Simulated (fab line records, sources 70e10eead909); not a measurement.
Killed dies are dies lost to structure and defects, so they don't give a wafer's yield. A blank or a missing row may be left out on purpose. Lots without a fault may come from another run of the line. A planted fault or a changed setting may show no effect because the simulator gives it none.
Which tool did it? | flow nand_harc | 11 lots, 33 wafers sampled, at 5 steps of a route of 1302

WHAT THE GAUGES READ, wafer by wafer
NHARC_END_SORT_01.
lot  | measured     | on        | killed_at_array | killed_at_other | killed_at_periphery | killed_dies | killed_open | killed_short
L895 | day 29 00:13 | prober-02 | 674 673 671     | 1 2 2           | 2 2 4               | 677 677 677 | 4 5 3       | 0 4 1
L896 | day 29 10:23 | prober-02 | 665 676 671     | 0 0 0           | 12 1 6              | 677 677 677 | 5 4 2       | 2 1 0

WHICH TOOL RAN EACH LOT (tool, then ch and the chambers of the sampled wafers, then the start)
lot  | NHARC_A_STAIRCASE_ETCH_315                    | NHARC_A_STAIRCASE_DESCUM_443       | NHARC_A_STAIRCASE_ETCHBACK_422     | NHARC_A_STAIRCASE_CMP_472
L883 | rie_diel-11 ch 0,3, day 18 23:38 or earlier   | rie_diel-02 ch 1,3, day 18 23:38   | rie_diel-02 ch 1,2, day 19 05:26   | cmp-03 ch 0,3, day 19 06:51
L884 | rie_diel-02 ch 1,2,3, day 19 16:29 or earlier | rie_diel-11 ch 0,1,3, day 19 16:29 | rie_diel-04 ch 1,2,3, day 19 22:16 | cmp-02 ch 1,2,3, day 19 23:10
L885 | rie_diel-04 ch 0,1,3, day 19 17:06 or earlier | rie_diel-02 ch 1,2, day 19 17:06   | rie_diel-02 ch 2,3, day 20 02:25   | cmp-02 ch 0,1,3, day 20 03:25
L888 | rie_diel-11 ch 1,3, day 20 10:40 or earlier   | rie_diel-04 ch 0,1,2, day 20 10:40 | rie_diel-04 ch 0,2, day 20 16:29   | cmp-02 ch 0,2, day 20 17:31
L890 | rie_diel-02 ch 0,1,2, day 21 14:23 or earlier | rie_diel-02 ch 0,1,2, day 21 14:23 | rie_diel-11 ch 0,3, day 21 20:49   | cmp-04 ch 0,3, day 21 21:45
L893 | rie_diel-11 ch 0,2, day 22 22:45 or earlier   | rie_diel-02 ch 2,3, day 22 22:45   | rie_diel-02 ch 2, day 23 04:32     | cmp-02 ch 2,3, day 23 05:40
L895 | rie_diel-04 ch 0,3, day 23 09:29 or earlier   | rie_diel-02 ch 1,2, day 23 09:29   | rie_diel-02 ch 1,3, day 23 16:12   | cmp-03 ch 0,2,3, day 23 17:17
L896 | rie_diel-11 ch 0,2, day 23 19:37 or earlier   | rie_diel-04 ch 1,3, day 23 19:37   | rie_diel-11 ch 0,1,3, day 24 01:29 | cmp-04 ch 1,2,3, day 24 02:27
L904 | rie_diel-11 ch 0,2,3, day 26 17:43 or earlier | rie_diel-04 ch 1,2,3, day 26 17:43 | rie_diel-11 ch 0,1,3, day 26 23:42 | cmp-03 ch 0,2,3, day 27 00:42
L905 | rie_diel-04 ch 1,2, day 28 14:47 or earlier   | rie_diel-04 ch 1,2,3, day 28 14:47 | rie_diel-02 ch 0,1,2, day 28 20:40 | cmp-02 ch 1,2,3, day 28 21:36
L906 | rie_diel-02 ch 0,1,2, day 28 14:23 or earlier | rie_diel-02 ch 2,3, day 28 14:23   | rie_diel-11 ch 0,2,3, day 28 20:16 | cmp-03 ch 2,3, day 28 21:10
- NHARC_A_STAIRCASE_ETCH_315: etches the open film in C4F8/O2/Ar, target depth 2500 nm, time 607.1 s.
- NHARC_A_STAIRCASE_DESCUM_443: chemistry O2, time 3 s.
- NHARC_A_STAIRCASE_ETCHBACK_422: etches the open film in CH3F/O2, target depth 40 nm, time 74.286 s.
- NHARC_A_STAIRCASE_CMP_472: polishes SiO2.

WHAT THE TOOLS THEMSELVES READ (means of the sampled wafers that have a number; where no wafer has one, the mark that the record gives instead)
NHARC_A_STAIRCASE_ETCH_315.
lot  | tool        | oes_product_au (a.u.) | rf_vpp_V (V)
L883 | rie_diel-11 | 0.926                 | 1828
L884 | rie_diel-02 | 0.944                 | 1832
L885 | rie_diel-04 | 0.926                 | 1830
L888 | rie_diel-11 | 0.941                 | 1823
L890 | rie_diel-02 | 0.924                 | 1824
L893 | rie_diel-11 | 0.934                 | 1822
L895 | rie_diel-04 | 0.933                 | 1830
L896 | rie_diel-11 | 0.931                 | 1822
L904 | rie_diel-11 | 0.935                 | 1830
L905 | rie_diel-04 | 0.928                 | 1830
L906 | rie_diel-02 | 0.931                 | 1821

NHARC_A_STAIRCASE_DESCUM_443.
lot  | tool        | drypump_motor_current_A (A) | o2_flow_sccm (sccm) | oes_product_au (a.u.) | rf_vpp_V (V) | showerhead_plenum_p_Torr (Torr) | throttle_valve_pct (%)
L883 | rie_diel-02 | 5.59                        | 199.8               | 1.006                 | 57.1         | 2.01                            | 11.308
L884 | rie_diel-11 | 5.61                        | 200.4               | 1.008                 | 57.8         | 1.87                            | 11.312
L885 | rie_diel-02 | 5.86                        | 199.7               | 1.000                 | 57.1         | 1.98                            | 11.317
L888 | rie_diel-04 | 5.75                        | 200.2               | 0.997                 | 57.6         | 1.96                            | 11.308
L890 | rie_diel-02 | 5.78                        | 200.3               | 0.999                 | 57.6         | 1.88                            | 11.308
L893 | rie_diel-02 | 5.76                        | 199.9               | 1.006                 | 57.5         | 1.87                            | 11.313
L895 | rie_diel-02 | 5.87                        | 199.9               | 0.993                 | 57.7         | 1.97                            | 11.317
L896 | rie_diel-04 | 5.22                        | 199.3               | 1.010                 | 56.9         | 1.89                            | 11.308
L904 | rie_diel-04 | 5.54                        | 200.1               | 1.002                 | 57.5         | 1.91                            | 11.307
L905 | rie_diel-04 | 5.55                        | 199.7               | 1.008                 | 56.9         | 1.91                            | 11.315
L906 | rie_diel-02 | 5.50                        | 200.5               | 0.999                 | 58.2         | 1.90                            | 11.299

NHARC_A_STAIRCASE_ETCHBACK_422.
lot  | tool        | bias_w (W) | ch3f_flow_sccm (sccm) | drypump_motor_current_A (A) | o2_flow_sccm (sccm) | oes_product_au (a.u.) | rf_vpp_V (V) | showerhead_plenum_p_Torr (Torr) | throttle_valve_pct (%)
L883 | rie_diel-02 | 100.3      | 50.21                 | 5.9                         | 30.07               | 1.00                  | 244.0        | 2.46                            | 20.657
L884 | rie_diel-04 | 100.1      | 49.98                 | 5.6                         | 29.93               | 0.93                  | 244.8        | 2.48                            | 20.658
L885 | rie_diel-02 | 100.1      | 49.96                 | 5.7                         | 29.89               | 1.00                  | 243.5        | 2.42                            | 20.654
L888 | rie_diel-04 | 100.0      | 50.10                 | 5.9                         | 30.06               | 1.00                  | 245.1        | 2.51                            | 20.664
L890 | rie_diel-11 | 100.0      | 49.83                 | 5.6                         | 30.05               | 1.01                  | 244.9        | 2.46                            | 20.662
L893 | rie_diel-02 | 99.8       | 50.05                 | 6.0                         | 30.02               | 1.01                  | 243.1        | 2.37                            | 20.667
L895 | rie_diel-02 | -          | -                     | -                           | -                   | -                     | -            | -                               | -
L896 | rie_diel-11 | -          | -                     | -                           | -                   | -                     | -            | -                               | -
L904 | rie_diel-11 | 100.3      | 49.99                 | 5.6                         | 30.00               | 1.00                  | 245.5        | 2.51                            | 20.661
L905 | rie_diel-02 | 99.7       | 50.18                 | 5.8                         | 30.01               | 0.93                  | 242.8        | 2.40                            | 20.659
L906 | rie_diel-11 | 100.1      | 49.93                 | 5.6                         | 29.95               | 1.00                  | 246.3        | 2.60                            | 20.646

NHARC_A_STAIRCASE_CMP_472.
lot  | tool   | motor_current_A (A) | retaining_ring_pressure_frac
L883 | cmp-03 | 11.6                | 1.000
L884 | cmp-02 | 10.5                | 0.998
L885 | cmp-02 | 10.9                | 0.997
L888 | cmp-02 | 11.9                | 0.996
L890 | cmp-04 | 10.8                | 0.994
L893 | cmp-02 | 10.9                | 1.001
L895 | cmp-03 | 10.9                | 1.003
L896 | cmp-04 | 10.7                | 1.001
L904 | cmp-03 | 11.7                | 0.999
L905 | cmp-02 | 10.0                | 1.000
L906 | cmp-03 | 11.4                | 1.002

THE ANSWER, worked out from the rows above alone
Rule: what is usual is taken from the lots themselves. Put in order of their means at a reading, lots are off if they are a third of the lots or fewer, leave a main group of 4 or more, and stand apart from it by a gap of 3 or more times the standard deviation of the main group's means; of several such gaps the widest counts. A main group whose means are all the same, to the digits that the tables above print for the reading, isn't used. A lot without any number at a reading at which 4 lots or more have one is off too. The other lots that the step has rows for count as sound. The gauges are gone through in route order, then the tools' own readings, and for those a lot's mean is taken as printed above. The first step at which some lot is off is used, and at that step the reading that is off furthest; a lot without a number counts as furthest.
Off: L895, L896, at NHARC_A_STAIRCASE_ETCHBACK_422 (bias_w). Without a number there: L895, L896. The main group: mean 100.0 W, standard deviation 0.19.
A tool fits if, at that step or a process step before it, it ran every lot that is off, and no sound lot after the first of them. NHARC_A_STAIRCASE_ETCH_315 gives no start for some lots, so the hours and the order of its lots are those of NHARC_A_STAIRCASE_DESCUM_443. None of those tried fits.

WHAT THE SIMULATOR HAD PUT IN
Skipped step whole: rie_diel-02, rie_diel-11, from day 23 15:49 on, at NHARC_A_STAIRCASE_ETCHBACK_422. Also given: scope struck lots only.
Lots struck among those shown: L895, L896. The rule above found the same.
